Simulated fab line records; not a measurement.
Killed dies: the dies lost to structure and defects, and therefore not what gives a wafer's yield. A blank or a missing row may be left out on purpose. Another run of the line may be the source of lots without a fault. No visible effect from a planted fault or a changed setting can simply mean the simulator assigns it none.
What tool caused it?    flow n5 finfet    Sampling: 24 lots, 72 wafers, 3 of 1938 route steps

WHAT EACH GAUGE READ, for each wafer
N5_WELL_APT_INSPECT_38: inspects for defects (darkfield). Usual: 13 for raw defect count, sd 5.6.
lot   measured     on                 raw defect count  flag
L074  day 1 17:17  defect inspect-02  9 12 15           
L075  day 1 22:42  defect inspect-02  12 8 12           
L076  day 2 04:54  defect inspect-01  16 8 17           
L077  day 2 10:37  defect inspect-02  13 23 19          
L078  day 2 16:56  defect inspect-02  11 5 7            
L079  day 2 22:47  defect inspect-01  10 9 8            
L080  day 3 04:50  defect inspect-02  12 18 18          
L081  day 3 11:23  defect inspect-02  18 18 10          
L082  day 3 17:48  defect inspect-01  11 7 13           
L083  day 3 23:07  defect inspect-02  6 21 9            
L084  day 4 05:04  defect inspect-01  14 9 11           
L085  day 4 10:47  defect inspect-02  16 9 15           
L086  day 4 17:02  defect inspect-01  14 24 15          
L087  day 4 22:33  defect inspect-01  9 18 7            
L088  day 5 04:41  defect inspect-01  6 11 12           
L089  day 5 10:53  defect inspect-02  7 10 8            
L090  day 5 17:11  defect inspect-01  8 9 7             
L091  day 5 22:58  defect inspect-01  27 17 7           
L092  day 6 05:32  defect inspect-02  16 6 5            
L093  day 6 11:10  defect inspect-01  8 6 12            
L094  day 6 17:14  defect inspect-02  7 24 17           
L095  day 6 22:32  defect inspect-01  5 18 9            
L096  day 7 05:38  defect inspect-01  13 12 21          
L097  day 7 10:35  defect inspect-02  9 9 14            

EACH LOT AND THE TOOL THAT RAN IT (in order: tool; ch and the chambers of the sampled wafers; start)
lot   N5_WELL_APT_RTA_34               N5_WELL_APT_EPI_41
L074  rtp anneal-01 ch 0, day 1 16:26  epi rpcvd-04 ch 0, day 1 16:50
L075  rtp anneal-01 ch 0, day 1 21:52  epi rpcvd-02 ch 0, day 1 22:16
L076  rtp anneal-01 ch 0, day 2 04:04  epi rpcvd-02 ch 0, day 2 04:28
L077  rtp anneal-01 ch 0, day 2 09:46  epi rpcvd-04 ch 0, day 2 10:05
L078  rtp anneal-01 ch 0, day 2 16:03  epi rpcvd-02 ch 0, day 2 16:18
L079  rtp anneal-02 ch 0, day 2 21:55  epi rpcvd-04 ch 0, day 2 22:09
L080  rtp anneal-02 ch 0, day 3 03:57  epi rpcvd-01 ch 0, day 3 04:11
L081  rtp anneal-02 ch 0, day 3 10:20  epi rpcvd-02 ch 0, day 3 10:41
L082  rtp anneal-01 ch 0, day 3 16:55  epi rpcvd-01 ch 0, day 3 17:10
L083  rtp anneal-01 ch 0, day 3 22:16  epi rpcvd-02 ch 0, day 3 22:41
L084  rtp anneal-02 ch 0, day 4 04:02  epi rpcvd-04 ch 0, day 4 04:30
L085  rtp anneal-01 ch 0, day 4 09:55  epi rpcvd-01 ch 0, day 4 10:15
L086  rtp anneal-02 ch 0, day 4 16:11  epi rpcvd-01 ch 0, day 4 16:30
L087  rtp anneal-02 ch 0, day 4 21:43  epi rpcvd-04 ch 0, day 4 22:07
L088  rtp anneal-02 ch 0, day 5 03:48  epi rpcvd-02 ch 0, day 5 04:03
L089  rtp anneal-01 ch 0, day 5 10:01  epi rpcvd-04 ch 0, day 5 10:15
L090  rtp anneal-02 ch 0, day 5 16:08  epi rpcvd-01 ch 0, day 5 16:29
L091  rtp anneal-02 ch 0, day 5 22:06  epi rpcvd-02 ch 0, day 5 22:20
L092  rtp anneal-02 ch 0, day 6 04:40  epi rpcvd-02 ch 0, day 6 04:55
L093  rtp anneal-02 ch 0, day 6 09:50  epi rpcvd-04 ch 0, day 6 10:14
L094  rtp anneal-02 ch 0, day 6 16:08  epi rpcvd-04 ch 0, day 6 16:23
L095  rtp anneal-02 ch 0, day 6 21:40  epi rpcvd-02 ch 0, day 6 21:59
L096  rtp anneal-01 ch 0, day 7 04:28  epi rpcvd-04 ch 0, day 7 04:56
L097  rtp anneal-02 ch 0, day 7 09:42  epi rpcvd-01 ch 0, day 7 09:56
- N5_WELL_APT_RTA_34: time 10 s.
- N5_WELL_APT_EPI_41: deposits Si from SiH4/H2, target thk 50 nm, time 297.7 s.

WHAT THE TOOLS THEMSELVES READ (means of the sampled wafers that have a number; where no wafer has one, the mark that the record gives instead)
N5_WELL_APT_RTA_34. Usual: lamp power pct 13.00 %, standard deviation 0.052; wafer_temp_C_max 1003.7, standard deviation 1.1.
lot   tool           lamp power pct (%)  wafer_temp_C_max  flag
L074  rtp anneal-01  12.98               1004.1            
L075  rtp anneal-01  12.99               1003.1            
L076  rtp anneal-01  12.98               1004.4            
L077  rtp anneal-01  13.02               1003.7            
L078  rtp anneal-01  12.99               1003.4            
L079  rtp anneal-02  13.05               1003.4            
L080  rtp anneal-02  12.99               1003.8            
L081  rtp anneal-02  13.01               1004.3            
L082  rtp anneal-01  13.00               1003.8            
L083  rtp anneal-01  13.00               1003.6            
L084  rtp anneal-02  13.01               1003.6            
L085  rtp anneal-01  13.02               1004.1            
L086  rtp anneal-02  13.04               1003.6            
L087  rtp anneal-02  12.96               1003.6            
L088  rtp anneal-02  12.99               1003.2            
L089  rtp anneal-01  12.98               1004.4            
L090  rtp anneal-02  13.00               1002.6            
L091  rtp anneal-02  13.02               1003.5            
L092  rtp anneal-02  13.04               1002.7            
L093  rtp anneal-02  13.02               1004.2            
L094  rtp anneal-02  13.01               1003.8            
L095  rtp anneal-02  12.98               1003.4            
L096  rtp anneal-01  13.03               1005.0            
L097  rtp anneal-02  13.00               1003.5            

N5_WELL_APT_EPI_41. Usual: 11.4 % for throttle valve pct, sd 0.35.
lot   tool          throttle valve pct (%)  flag
L074  epi rpcvd-04  11.2                    
L075  epi rpcvd-02  11.1                    
L076  epi rpcvd-02  11.1                    
L077  epi rpcvd-04  11.2                    
L078  epi rpcvd-02  11.1                    
L079  epi rpcvd-04  11.3                    
L080  epi rpcvd-01  11.9                    
L081  epi rpcvd-02  11.2                    
L082  epi rpcvd-01  11.7                    
L083  epi rpcvd-02  11.1                    
L084  epi rpcvd-04  11.3                    
L085  epi rpcvd-01  12.0                    
L086  epi rpcvd-01  11.8                    
L087  epi rpcvd-04  11.1                    
L088  epi rpcvd-02  11.3                    
L089  epi rpcvd-04  11.2                    
L090  epi rpcvd-01  11.9                    
L091  epi rpcvd-02  11.3                    
L092  epi rpcvd-02  11.2                    
L093  epi rpcvd-04  11.2                    
L094  epi rpcvd-04  11.4                    
L095  epi rpcvd-02  11.2                    
L096  epi rpcvd-04  11.3                    
L097  epi rpcvd-01  12.0                    

THE ANSWER, worked out from the rows above alone
Rule: a lot counts as off when the mean over its wafers that have a number is more than 3 standard deviations away from the usual mean. A lot without any number at a reading at which 4 lots or more have one is off too. All remaining lots with rows at the step are treated as sound. The gauges are gone through in route order, then the tools' own readings, and for those a lot's mean is taken as printed above. The first step at which some lot is off is used, and at that step the reading that is off furthest; a lot without a number counts as furthest.
None of the lots is off at any reading shown; this tells nothing.

WHAT THE SIMULATOR HAD INSERTED
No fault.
